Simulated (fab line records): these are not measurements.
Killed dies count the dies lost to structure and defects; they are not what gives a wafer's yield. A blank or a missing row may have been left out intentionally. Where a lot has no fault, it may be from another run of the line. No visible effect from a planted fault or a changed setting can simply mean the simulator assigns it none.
Comparing a struck lot with a sound one    flow nand_harc    14 out of 1159 route steps
Sound: these wafers, L910.2, L910.4, L910.6. Wafers L913.4, L913.5, L913.6 were the ones struck. The cause is named last.
For every step that has rows: the tool of each side, followed by ch and its chambers, followed by its first start. Under that, the readings that differ: sound wafers    struck wafers    difference of the means    sigmas: that difference in standard deviations of wafers without a fault.
alike: words and numbers the same on both sides, and readings whose means are apart by under 2 such deviations; not compared: readings that were withheld, readings missing a value for some wafer, numbers with overlapping values and no deviation given by the record, and bounds like >300 which may hide the same value.
A row with sigmas, a row that says differs or no value, or rows on one side alone: a step with any of these is where the two part. Numbers that have no deviation but don't overlap get no sigmas and don't part them. A reading missing from all wafers of one side parts the sides only when that side holds two or more wafers.

first, 1 step without rows for these wafers: NHARC_A_ONON_D1_DEP_19 (target thk 1000 nm).
NHARC_A_ONON_D1_THK_MEAS_21: measures by ellipsometry.
  struck on film_metro-02, day 9 12:34; sound on film_metro-02, day 8 21:41
reading      sound        struck         difference  sigmas
thk_nm (nm)  980 978 979  1000 999 1000  +21         +2
after that, 1 step with no rows for these wafers: NHARC_A_ONON_D1_DEP_22 (target thk 1000 nm).
NHARC_A_ONON_D1_THK_MEAS_24: measures by ellipsometry.
  struck on film_metro-02, day 9 13:07; sound on film_metro-01, day 8 22:14
  alike: thk_nm
after that, 1 step with no rows for these wafers: NHARC_A_ONON_D1_DEP_25 (target thk 1000 nm).
NHARC_A_ONON_D1_THK_MEAS_27: measures by ellipsometry.
  struck on film_metro-02, day 9 13:41; sound on film_metro-02, day 8 22:50
reading      sound           struck       difference  sigmas
thk_nm (nm)  1010 1011 1010  993 995 994  -16         -2
after that, 1 step with no rows for these wafers: NHARC_A_ONON_D1_DEP_28 (target thk 1000 nm).
NHARC_A_ONON_D1_THK_MEAS_30: measures by ellipsometry.
  struck on film_metro-02, day 9 14:16; sound on film_metro-02, day 8 23:23
reading      sound           struck       difference  sigmas
thk_nm (nm)  1034 1035 1035  996 996 998  -38         -3
NHARC_A_ONON_D1_DEP_33: deposits SiO2, target thk 200 nm.
  sound on pecvd-03 ch 0,1,2, day 8 23:29; struck on pecvd-01 ch 0,1,2, day 9 14:27
  alike: heater_power_w, mfc_precursor_sccm, throttle_valve_pct
NHARC_A_ONON_D1_THK_MEAS_34: measures by ellipsometry.
  struck on film_metro-01, day 9 14:44; sound on film_metro-02, day 8 23:52
  alike: thk_nm
NHARC_A_ONON_D1_INSPECT_32:
  struck on defect_inspect-02, day 9 14:47; sound on defect_inspect-01, day 8 23:55
  alike: raw_defect_count
NHARC_A_CHANNEL_HOLE_D1_DEP_00: deposits aC, target thk 3100 nm.
  sound on acl_dep-03 ch 0, day 9 02:26; struck on acl_dep-02 ch 0, day 9 17:56
  alike: throttle_valve_pct
NHARC_A_CHANNEL_HOLE_D1_DEP_01: deposits SiON, target thk 140 nm.
  sound on pecvd-03 ch 0,1,2, day 9 04:17; struck on pecvd-01 ch 0,1,2, day 9 19:22
  alike: heater_power_w
-- jump in the record: it breaks off in module A_CHANNEL_HOLE_D1 and resumes in module END (first step shown: number 1159 of the route), and 12 days separate the struck wafers' starts before and after --
NHARC_END_SORT_01:
  the record has rows for the struck wafers here (prober-02 ch 0, day 21 10:37) and none for the sound ones

== WHERE THEY PART ==
At NHARC_A_ONON_D1_THK_MEAS_21 first; at NHARC_END_SORT_01 last (within this record only).

WHY: the cause the simulator had injected
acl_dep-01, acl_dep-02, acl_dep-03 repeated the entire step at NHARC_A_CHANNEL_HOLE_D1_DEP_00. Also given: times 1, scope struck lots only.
